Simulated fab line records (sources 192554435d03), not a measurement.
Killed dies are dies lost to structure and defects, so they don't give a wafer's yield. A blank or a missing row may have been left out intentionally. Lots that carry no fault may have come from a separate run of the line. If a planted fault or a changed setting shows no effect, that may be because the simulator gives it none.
Problem report in the 8D (eight disciplines) form, filled by code	flow n5Finfet	the parts of the form that need people (team, actions taken, sign-off) are left out

1. THE PROBLEM
Wafers without a fault read 1500.1 rpm, standard deviation 1; spinSpeedRpm at N5_BEOL_M15_COAT_60 reads a mean of 1560.8 rpm on 6 wafers belonging to 2 lots. Measured from the usual mean, that is +61 standard deviations.
The step: time 60 s, resist thk 89 nm.
Earliest sighting: wafer L213.4 on lithoTrack-05 at day 15 15:25. Wafers with a number at this step in the record: 18, from 6 lots. Rule for "out", or "out of limits": more than 4 standard deviations from the usual mean. Any other wafer with a number is counted as sound.

2. WHAT IT IS; WHAT IT IS NOT
question	is	is not
which readings at this step	spinSpeedRpm	dispensePressureKPa, exhaustPa
which lots	L213, L218	L202, L210, L220, L222
which wafers of those lots	all that have a number	-
read on which tools	lithoTrack-05	lithoTrack-04
when	from day 15 15:25	up to then (6 sound wafers); but 6 sound wafers of L220, L222 came after

3. WHAT RULES OUT EACH SUSPECT
Counting: a tool at any process step up to the reading remains a suspect when it ran all the lots that are out and ran no sound lot after the first of those.
- lithoTrack-05 at N5_BEOL_M15_COAT_60 (time 60 s, resist thk 89 nm): kept. It processed each lot that is out, first L213 at day 15 15:25, and no sound lot thereafter; up to then, the last sound lot it processed was L202 at day 12 19:20. Its own spinSpeedRpm readings are out on those wafers.
After counting, what remains is lithoTrack-05 at N5_BEOL_M15_COAT_60.

4. THE CAUSE (what the simulator had put in)
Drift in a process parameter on lithoTrack-05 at N5_BEOL_M15_COAT_60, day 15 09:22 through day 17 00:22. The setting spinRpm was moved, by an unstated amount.
This tool alone remained once counting was done.

5. THE EFFECT CHAIN, in route order
Each row: a reading whose mean over the struck wafers that have a number lies more than 3 standard deviations from the usual. Only readings whose record carries a usual standard deviation are examined. hours: median over the lots of the time between each lot's start at the first step of this table that gives one and its start at this step. sigmas: the change, counted in usual standard deviations.
hours	step	reading	usual	on struck wafers	change	sigmas
0	N5_BEOL_M15_COAT_60	spinSpeedRpm	1500.1 rpm	1560.8	+60.7	+61
Here are the process steps it includes:
- N5_BEOL_M15_COAT_60: time 60 s, resist thk 89 nm.
At these later measuring or inspecting steps, every struck wafer for which the step has a row has a number for every such reading, and none has moved that far: N5_BEOL_M15_CD_MEAS_28, N5_BEOL_M15_OVL_MEAS_29, N5_BEOL_M15_INSPECT_30.

6. HOW IT WOULD HAVE BEEN CAUGHT EARLIER
In this record the first reading out of limits was taken at day 15 15:25, 6 hours after the fault began at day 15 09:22.
